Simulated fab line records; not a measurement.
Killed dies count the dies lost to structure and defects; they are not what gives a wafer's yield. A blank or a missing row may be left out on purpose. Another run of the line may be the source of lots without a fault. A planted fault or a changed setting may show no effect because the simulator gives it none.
A lot that was struck, set against a sound lot :: flow nand-harc :: 12 out of 1302 route steps
Sound: these wafers, L188.1, L188.3, L188.4. Struck: wafers L196.1, L196.2, L196.3. At the end, the cause is stated.
For every step that has rows: the tool of each side, followed by ch and its chambers, followed by its first start. Under that, the readings that differ: sound wafers :: struck wafers :: difference of the means :: sigmas: that difference in standard deviations of wafers without a fault.
alike: readings whose means differ by less than 2 such deviations, and words and numbers that are the same on both sides. not compared: withheld readings, readings that some wafer has no value for, bounds like >300 that may hide the same value, and numbers for which the record gives no deviation and whose values overlap.
A row with sigmas, a row that says differs or no value, or rows on one side alone: a step with any of these is where the two part. Numbers that have no deviation but don't overlap get no sigmas and don't part them. A reading that every wafer of one side lacks parts them only if that side has two wafers or more.

NHARC_A_STAIRCASE_DEP_417: deposits Si3N4, target thk 60 nm.
  sound on pecvd-03 ch 0,2, day 18 05:56; struck on pecvd-03 ch 0,1,2, day 22 02:46
  alike: heater-power-w, susceptor-temp-C
then, 3 steps without rows for these wafers: NHARC_A_STAIRCASE_WET_418 (chemistry H3PO4, target depth 20 nm); NHARC_A_STAIRCASE_PRECLEAN_419 (cleans in SC1); NHARC_A_STAIRCASE_SRD_421.
NHARC_A_STAIRCASE_ALD_420: deposits SiO2, target thk 20 nm, pulse time 6 s, ald cycles 200.
  sound on ald-hk-02 ch 0,1,2, day 18 08:38; struck on ald-hk-04 ch 0,1,3, day 22 06:50
  alike: heater-power-w, precursor-pulse-height-rel, susceptor-temp-C
then, 1 step without rows for these wafers: NHARC_A_STAIRCASE_CVD_552 (deposits SiNx, target thk 40 nm).
NHARC_A_STAIRCASE_DEP_151: deposits SiO2, target thk 7200 nm.
  sound on pecvd-04 ch 0,2, day 18 16:47; struck on pecvd-02 ch 0,1,2, day 22 14:56
  alike: heater-power-w, mfc-precursor-sccm, susceptor-temp-C
then, 1 step without rows for these wafers: NHARC_A_STAIRCASE_ANNEAL_320 (time 1800 s).
NHARC_A_STAIRCASE_DEP_322: deposits SiO2, target thk 7200 nm.
  sound on pecvd-02 ch 0,1, day 19 00:41; struck on pecvd-04 ch 0,1,2, day 22 23:04
  alike: heater-power-w, mfc-precursor-sccm, susceptor-temp-C
then, 1 step without rows for these wafers: NHARC_A_STAIRCASE_ANNEAL_323 (time 1800 s).
NHARC_A_STAIRCASE_DEP_325: deposits SiO2, target thk 7200 nm.
  sound on pecvd-02 ch 1,2, day 19 07:45; struck on pecvd-02 ch 0,1,2, day 23 09:08
reading: mfc-precursor-sccm (sccm)
sound: 199.4 201.2 199.2
struck: 342.5 343.9 342.6
difference: +143.1
sigmas: +99 or more
  alike: heater-power-w, susceptor-temp-C
then, 1 step without rows for these wafers: NHARC_A_STAIRCASE_ANNEAL_326 (time 1800 s).

== WHERE THEY PART ==
Within this record, at NHARC_A_STAIRCASE_DEP_325 only.

WHY: whatever the simulator had introduced
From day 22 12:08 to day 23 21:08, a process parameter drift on pecvd-02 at NHARC_A_STAIRCASE_DEP_325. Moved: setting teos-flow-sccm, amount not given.
